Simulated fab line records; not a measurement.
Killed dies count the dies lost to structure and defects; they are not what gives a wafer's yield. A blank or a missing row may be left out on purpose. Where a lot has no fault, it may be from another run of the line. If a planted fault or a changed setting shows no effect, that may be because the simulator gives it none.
fab line records	flow nandHarc
[record] lots = 14	wafers = 42	lastDay = 34
route steps=1302 shown A_BLC@1118 A_M0@1145
lots that met no fault: taken from a fault-free run of the same line
startH: start of the lot's first displayed wafer, in hours after the record's first day	waitH: hours since the lot's step before	" repeats the value in the row above	L1.1+2: a row that stands for several wafers	- no value present, or no start provided	* or withheld: withheld	< > ~ a bound
route shown NAME@n: NAME is a module with steps in the file, n the number in the route of the first one	usual: mean/standard deviation of fault-free wafers	same: alike in all rows	chamber/n: place in a boat	sites: readings site by site	_std_site: standard deviation across them	_edge_site: outer sites' mean less inner sites'	radiusMm: for every site, how far away it sits from the centre of the wafer	mask NAME#n: copy n	behind: the tool/chamber that last shaped the wafer	hold: why the lot went on hold/how many hours it stayed there/how the hold came to an end	device: names the non-switching transistor (n, p or np)	end of line: the same wafers' tests at the end of the route	for a step that has no rows: nothing shown but its recipe	killed: dies lost to structure and defects at the first sort, not the wafer's yield	map: a wafer's dies, x killed, . not, _ none there
set.NAME: the setting that was run; set.NAME@STEP: the one run at that earlier step	model.NAME: the simulator's own value behind a step, which no gauge read
steps of the route over a sample of lots; a table a step, a row a wafer
services: a tool's chamber out of use, with start hour (startH, from the record's first day; less than 0 if before it), hours out, and reason
[[steps]]
[step NHARC_A_BLC_OVL_MEAS_11]
[usual] overlayXNm = 0.0/0.9	overlayYNm = -0.1/0.9
lot.wafer	tool	chamber	startH	waitH	overlayXNm	overlayYNm
L265.1	overlay-01	-	524.67	-	0.3	0.1
L265.2	"	-	"	"	0.0	0.3
L265.5	"	-	"	"	0.4	-0.1
L267.2	overlay-02	-	532.83	-	-0.7	0.2
L267.5	"	-	"	"	-0.9	0.0
L267.6	"	-	"	"	-0.6	-0.3
L268.1	overlay-01	-	549.11	-	-0.4	0.7
L268.2	"	-	"	"	-1.2	0.6
L268.4	"	-	"	"	-0.3	0.9
L272.1	overlay-02	-	578.41	-	-1.3	0.7
L272.4	"	-	"	"	-1.5	0.8
L272.6	"	-	"	"	-1.5	0.4
L273.1	overlay-01	-	605.14	-	-0.8	0.3
L273.2	"	-	"	"	-0.9	-0.2
L273.4	"	-	"	"	-0.6	0.8
L278.2	overlay-02	-	655.55	-	-1.2	0.1
L278.4	"	-	"	"	-1.6	0.8
L278.6	"	-	"	"	-0.9	0.3
L280.3	overlay-01	-	659.18	-	-0.7	1.3
L280.4	"	-	"	"	-0.3	0.8
L280.5	"	-	"	"	-0.4	0.9
L281.1	overlay-01	-	670.92	-	1.1	-1.0
L281.4	"	-	"	"	0.7	-0.1
L281.6	"	-	"	"	1.1	-0.6
L282.3	overlay-01	-	679.24	-	1.0	-1.4
L282.5	"	-	"	"	0.9	-1.6
L282.6	"	-	"	"	1.0	-1.8
L285.2	overlay-02	-	703.45	-	0.1	-1.8
L285.5	"	-	"	"	0.3	-1.8
L285.6	"	-	"	"	0.1	-2.4
L283.1	overlay-02	-	707.17	-	0.8	-0.8
L283.5	"	-	"	"	-0.4	-1.1
L283.6	"	-	"	"	0.0	-1.3
L284.2	overlay-01	-	710.84	-	-0.1	-1.1
L284.3	"	-	"	"	-0.6	-0.5
L284.6	"	-	"	"	-0.3	-1.4
L287.1	overlay-02	-	723.80	-	-1.4	0.3
L287.3	"	-	"	"	-1.0	0.2
L287.6	"	-	"	"	-0.5	0.5
L288.2	overlay-02	-	758.13	-	1.0	-0.9
L288.5	"	-	"	"	0.9	-0.6
L288.6	"	-	"	"	0.8	0.4
[step NHARC_A_BLC_STRIP_29]
[recipe] cf4FlowSccm = 150	arFlowSccm = 0	biasW = 0	chemistry = CF4
[usual] drypumpMotorCurrentA = 5.94/0.25	oesProductAu = 1.002/0.012	rfVppV = 59.5/0.89	showerheadPlenumPTorr = 1.78/0.067	throttleValvePct = 13.285/0.0094
lot.wafer	tool	chamber	startH	waitH	drypumpMotorCurrentA	oesProductAu	rfHoursCounterH	rfVppV	showerheadPlenumPTorr	throttleValvePct
L265.1	rieDiel-09	3	525.90	0.1	6.14	1.011	1	59.1	1.74	13.290
L265.2	"	1	"	"	5.88	0.993	2	58.3	1.81	13.284
L265.5	"	2	"	"	5.80	1.012	-	59.8	1.80	13.291
L267.2	rieDiel-09	0	533.99	0.1	5.95	1.022	2	58.5	1.89	13.277
L267.5	"	2	"	"	5.80	1.025	-	58.8	1.80	13.290
L267.6	"	3	"	"	6.12	1.004	-	60.4	1.74	13.290
L268.4	rieDiel-09	1	550.26	0.1	5.87	0.999	4	59.5	1.81	13.277
L268.1	"	2	"	"	5.79	1.023	3	58.9	1.80	13.291
L268.2	"	3	"	"	6.11	1.007	3	60.2	1.74	13.306
L272.1	rieDiel-11	2	579.57	0.1	5.54	1.007	13	61.6	1.78	13.299
L272.4	"	1	"	"	6.18	1.000	12	59.4	1.64	13.282
L272.6	"	2	"	"	5.54	1.008	-	59.4	1.78	13.295
L273.4	rieDiel-11	2	606.29	0.1	5.55	1.001	14	59.7	1.78	13.274
L273.1	"	3	"	"	5.85	1.005	15	60.2	1.72	13.275
L273.2	"	0	"	"	6.49	0.998	15	59.8	1.84	13.284
L278.2	rieDiel-09	1	656.70	0.1	5.86	0.998	11	59.0	1.81	13.269
L278.4	"	2	"	"	5.77	1.025	10	59.6	1.80	13.297
L278.6	"	2	"	"	5.78	1.024	-	60.1	1.80	13.274
L280.4	rieDiel-09	0	660.32	0.1	5.97	1.007	9	59.4	1.88	13.291
L280.3	"	1	"	"	5.87	0.999	12	59.4	1.81	13.278
L280.5	"	1	"	"	5.86	0.991	-	59.6	1.81	13.277
L281.1	rieDiel-09	2	672.06	0.1	5.80	1.035	11	60.3	1.80	13.287
L281.4	"	3	"	"	6.13	1.017	11	60.3	1.74	13.290
L281.6	"	2	"	"	5.78	1.025	-	60.0	1.80	13.290
L282.3	rieDiel-11	3	680.51	0.2	5.88	0.998	6	60.1	1.72	13.266
L282.6	"	3	"	"	5.89	1.002	-	60.3	1.72	13.286
L282.5	"	0	"	"	6.49	0.995	-	60.2	1.83	13.275
L285.2	rieDiel-11	2	704.59	0.1	5.53	0.984	8	58.8	1.78	13.262
L285.5	"	1	"	"	6.15	1.005	-	59.0	1.64	13.272
L285.6	"	2	"	"	5.52	0.990	-	60.1	1.78	13.276
L283.1	rieDiel-09	0	708.31	0.1	5.97	0.979	2	60.1	1.88	13.287
L283.6	"	0	"	"	5.98	0.980	-	58.6	1.88	13.301
L283.5	"	1	"	"	5.87	1.005	-	59.7	1.81	13.266
L284.2	rieDiel-09	1	712.00	0.1	5.86	0.994	2	60.2	1.80	13.291
L284.3	"	2	"	"	5.78	1.009	2	58.7	1.80	13.279
L284.6	"	3	"	"	6.14	1.022	-	57.6	1.74	13.274
L287.1	rieDiel-09	1	725.08	0.1	5.85	0.999	2	58.9	1.80	13.268
L287.3	"	3	"	"	6.16	1.013	3	59.2	1.74	13.292
L287.6	"	3	"	"	6.13	1.007	-	58.8	1.74	13.289
L288.2	rieDiel-09	3	759.26	0.1	6.11	1.010	5	57.7	1.74	13.294
L288.6	"	3	"	"	6.10	1.016	-	58.2	1.74	13.281
L288.5	"	0	"	"	6.00	0.983	-	59.5	1.88	13.288
[step NHARC_A_M0_PEB_07]
[recipe] pebTempC = 100	pebTimeS = 65
[usual] heaterPowerTotalW = 156.6/0.41	plateTempC = 100.00/0.14
lot.wafer	tool	chamber	startH	waitH	heaterPowerTotalW	plateTempC
L265.1	lithoTrack-01	0	528.75	0.1	156.3	99.95
L265.2	"	0	"	"	156.1	100.11
L265.5	"	0	"	"	156.7	99.81
L267.2	lithoTrack-01	0	537.16	0.1	156.7	100.18
L267.5	"	0	"	"	156.8	100.02
L267.6	"	0	"	"	156.8	100.15
L268.1	lithoTrack-06	0	552.97	0.1	156.3	99.88
L268.2	"	0	"	"	156.0	99.92
L268.4	"	0	"	"	156.0	100.05
L272.1	lithoTrack-04	0	582.34	0.1	165.4	104.07
L272.4	"	0	"	"	166.2	104.20
L272.6	"	0	"	"	165.7	103.91
L273.1	lithoTrack-04	0	608.97	0.1	165.7	104.24
L273.2	"	0	"	"	165.2	104.38
L273.4	"	0	"	"	165.4	104.29
L278.2	lithoTrack-01	0	659.33	0.1	157.0	100.08
L278.4	"	0	"	"	157.1	99.83
L278.6	"	0	"	"	155.9	100.03
L280.3	lithoTrack-06	0	663.09	0.1	156.8	100.23
L280.4	"	0	"	"	157.2	100.06
L280.5	"	0	"	"	156.9	100.25
L281.1	lithoTrack-06	0	674.86	0.1	156.9	99.97
L281.4	"	0	"	"	156.3	100.03
L281.6	"	0	"	"	156.4	99.94
L282.3	lithoTrack-04	0	683.13	0.0	156.0	99.90
L282.5	"	0	"	"	157.1	100.29
L282.6	"	0	"	"	157.0	99.87
L285.2	lithoTrack-04	0	707.25	0.1	155.9	100.05
L285.5	"	0	"	"	156.1	99.98
L285.6	"	0	"	"	157.0	99.82
L283.1	lithoTrack-06	0	711.05	0.1	157.2	100.15
L283.5	"	0	"	"	156.5	99.86
L283.6	"	0	"	"	157.1	100.07
L284.2	lithoTrack-01	0	714.64	0.1	156.2	99.96
L284.3	"	0	"	"	156.6	99.78
L284.6	"	0	"	"	156.3	99.92
L287.1	lithoTrack-01	0	727.87	0.1	157.1	99.82
L287.3	"	0	"	"	157.1	100.04
L287.6	"	0	"	"	157.0	100.05
L288.2	lithoTrack-06	0	761.98	0.1	156.5	100.13
L288.5	"	0	"	"	157.1	100.22
L288.6	"	0	"	"	156.9	100.11
[step NHARC_A_M0_CD_MEAS_09]
[recipe] targetCdNm = 80	landingEnergyEv = 500
[usual] cdNm = 80.1/0.9
lot.wafer	tool	chamber	startH	waitH	cdNm
L265.1	cdSem-03	0	528.83	-	80.3
L265.2	"	0	"	"	81.7
L265.5	"	0	"	"	81.6
L267.2	cdSem-01	0	537.24	-	81.4
L267.5	"	0	"	"	82.3
L267.6	"	0	"	"	80.2
L268.1	cdSem-03	0	553.05	-	79.3
L268.2	"	0	"	"	79.5
L268.4	"	0	"	"	79.2
L272.1	cdSem-02	0	582.42	-	95.5
L272.4	"	0	"	"	95.2
L272.6	"	0	"	"	95.7
L273.1	cdSem-01	0	609.05	-	92.2
L273.2	"	0	"	"	92.2
L273.4	"	0	"	"	92.3
L278.2	cdSem-03	0	659.41	-	81.3
L278.4	"	0	"	"	79.9
L278.6	"	0	"	"	80.0
L280.3	cdSem-01	0	663.17	-	79.3
L280.4	"	0	"	"	78.2
L280.5	"	0	"	"	78.6
L281.1	cdSem-01	0	674.94	-	79.5
L281.4	"	0	"	"	80.3
L281.6	"	0	"	"	79.7
L282.3	cdSem-02	0	683.22	-	79.8
L282.5	"	0	"	"	80.2
L282.6	"	0	"	"	80.2
L285.2	cdSem-01	0	707.33	-	80.2
L285.5	"	0	"	"	79.9
L285.6	"	0	"	"	79.6
L283.1	cdSem-03	0	711.13	-	78.6
L283.5	"	0	"	"	78.4
L283.6	"	0	"	"	78.9
L284.2	cdSem-03	0	714.72	-	79.9
L284.3	"	0	"	"	81.5
L284.6	"	0	"	"	80.6
L287.1	cdSem-03	0	727.95	-	79.8
L287.3	"	0	"	"	80.7
L287.6	"	0	"	"	80.1
L288.2	cdSem-01	0	762.07	-	81.2
L288.5	"	0	"	"	79.2
L288.6	"	0	"	"	79.9
[step NHARC_A_M0_ETCH_34]
[recipe] targetDepthA = 400	overetchA = 120	timeS = 43.94	ionEnergyEv = 200	n2FlowSccm = 150	h2FlowSccm = 150	arFlowSccm = 0	rfW = 400	biasW = 150	chemistry = N2/H2
[usual] drypumpMotorCurrentA = 5.6/0.51	oesProductAu = 1.000/0.014	rfVppV = 430.5/2.3	showerheadPlenumPTorr = 2.04/0.078	throttleValvePct = 14.172/0.0095
lot.wafer	tool	chamber	startH	waitH	drypumpMotorCurrentA	oesProductAu	rfHoursCounterH	rfVppV	showerheadPlenumPTorr	throttleValvePct
L265.1	rieDiel-04	0	529.11	0.1	5.8	1.006	12	428.2	1.98	14.169
L265.2	"	1	"	"	6.4	1.002	12	433.8	2.16	14.179
L265.5	"	0	"	"	5.9	1.001	-	428.2	1.98	14.170
L267.2	rieDiel-05	2	537.52	0.1	5.2	0.994	7	432.5	2.09	14.189
L267.6	"	0	"	"	5.0	1.010	-	429.1	2.03	14.171
L267.5	"	1	"	"	5.7	0.988	-	427.7	1.94	14.176
L268.1	rieDiel-05	2	553.33	0.1	5.2	1.003	8	433.4	2.09	14.178
L268.4	"	3	"	"	6.4	0.992	7	435.2	2.19	14.167
L268.2	"	0	"	"	5.0	0.992	7	432.0	2.03	14.175
L272.4	rieDiel-04	3	582.71	0.1	5.9	1.009	4	432.3	2.04	14.160
L272.1	"	2	"	"	5.6	0.994	4	434.1	2.16	14.167
L272.6	"	0	"	"	5.8	1.001	-	428.0	1.97	14.183
L273.1	rieDiel-04	3	609.33	0.1	5.9	1.002	6	430.9	2.04	14.169
L273.2	"	0	"	"	5.8	1.005	6	429.4	1.97	14.187
L273.4	"	1	"	"	6.4	0.988	5	434.5	2.15	14.171
L278.4	rieDiel-03	1	659.69	0.1	6.1	0.976	0	429.1	2.01	14.168
L278.2	"	2	"	"	5.7	0.984	0	427.5	1.94	14.186
L278.6	"	0	"	"	5.0	1.016	-	430.2	2.02	14.171
L280.3	rieDiel-03	0	663.43	0.1	5.0	1.022	1	430.3	2.02	14.157
L280.4	"	2	"	"	5.7	0.996	1	427.1	1.94	14.167
L280.5	"	0	"	"	5.1	1.014	-	430.7	2.02	14.172
L281.1	rieDiel-05	1	675.23	0.1	5.7	1.022	3	429.7	1.94	14.154
L281.6	"	1	"	"	5.7	1.024	-	428.0	1.94	14.169
L281.4	"	2	"	"	5.2	1.016	-	432.9	2.08	14.161
L282.3	rieDiel-04	3	683.49	0.1	5.9	1.009	10	431.9	2.04	14.177
L282.6	"	2	"	"	5.6	0.991	-	433.5	2.16	14.148
L282.5	"	3	"	"	5.8	1.001	-	431.2	2.04	14.177
L285.2	rieDiel-04	2	707.62	0.1	5.7	1.008	11	433.9	2.16	14.185
L285.5	"	3	"	"	5.9	1.013	-	430.2	2.04	14.176
L285.6	"	0	"	"	5.9	0.994	-	430.0	1.97	14.176
L283.1	rieDiel-05	0	711.42	0.1	5.0	1.011	5	430.0	2.03	14.154
L283.6	"	3	"	"	6.4	1.012	-	432.0	2.19	14.176
L283.5	"	0	"	"	5.0	1.009	-	429.2	2.03	14.184
L284.3	rieDiel-03	1	715.18	0.3	6.1	0.968	4	429.6	2.01	14.167
L284.2	"	0	"	"	5.1	1.020	5	429.6	2.02	14.180
L284.6	"	0	"	"	5.1	1.032	-	431.1	2.02	14.187
L287.1	rieDiel-03	3	728.24	0.1	4.8	1.002	5	428.8	1.99	14.176
L287.3	"	1	"	"	6.1	0.966	5	429.5	2.01	14.181
L287.6	"	0	"	"	5.1	1.023	-	429.8	2.02	14.178
L288.2	rieDiel-04	3	762.33	0.1	5.8	0.989	3	429.5	2.04	14.170
L288.5	"	3	"	"	5.8	0.985	-	429.4	2.04	14.172
L288.6	"	0	"	"	5.8	1.028	-	430.1	1.97	14.163
[[services]]
tool	chamber	startH	hours	kind
lithoTrack-01	-	505.00	7.0	pm
rieDiel-05	3	510.21	2.0	repair
lithoTrack-06	-	529.00	7.0	pm
rieDiel-04	-	531.90	9.0	pm
lithoTrack-04	-	553.00	7.0	pm
rieDiel-09	2	560.18	3.9	repair
rieDiel-09	0	562.01	16.5	repair
rieDiel-05	-	583.60	9.0	pm
rieDiel-11	-	609.50	9.0	pm
rieDiel-03	0	632.59	5.3	repair
rieDiel-03	-	635.30	9.0	pm
rieDiel-04	-	636.96	0.5	repair
rieDiel-09	0	664.18	1.8	repair
rieDiel-05	3	673.86	6.8	repair
rieDiel-09	-	674.10	9.0	pm
lithoTrack-01	-	680.00	7.0	pm
rieDiel-09	1	688.44	11.7	repair
rieDiel-03	2	689.83	4.5	repair
lithoTrack-06	-	704.00	7.0	pm
rieDiel-03	2	704.33	26.0	repair
rieDiel-05	2	707.21	9.4	repair
rieDiel-03	3	707.34	3.8	repair
rieDiel-04	-	708.90	9.0	pm
rieDiel-09	2	721.89	12.6	repair
[[key]]
[firstSign] step = NHARC_A_M0_PEB_07	reading = plateTempC	direction = up	sigmas = 31	usual = *	struck = *
[effect] step = NHARC_A_M0_PEB_07	reading = heaterPowerTotalW	direction = up	sigmas = 22	usual = *	struck = *
[effect] step = NHARC_A_M0_CD_MEAS_09	reading = cdNm	direction = up	sigmas = 15	usual = 80.1	struck = 93.8	through = controlLoop
metAt NHARC_A_M0_PEB_07
struckLots L272,L273
laterRowsLeftOut L272.1,L272.4,L272.6
sortLeftOut L272.1,L272.4,L272.6,L273.1,L273.2,L273.4
[loopTrim] step = NHARC_A_M0_EXPOSE_06	setting = dose	lots = L273
notActingAt NHARC_A_BLC_OVL_MEAS_11,NHARC_A_BLC_STRIP_29,NHARC_A_M0_ETCH_34
[fault] kind = processParameterDrift	tool = lithoTrack-04	chamber = -	onsetH = 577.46	steps = NHARC_A_M0_PEB_07	channel = pebTempC	offset = *	shape = step	endH = 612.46	actsIn = *	stated = *
// sortLeftOut: the simulated sort isn't trusted on such a fault, so these wafers' sort isn't shown, and their yield isn't known
// laterRowsLeftOut: the simulator's readings of these wafers behind a module that went badly wrong aren't trusted and aren't shown, but for the sort
// loopTrim: a control loop set the setting to another value than it would have without faults
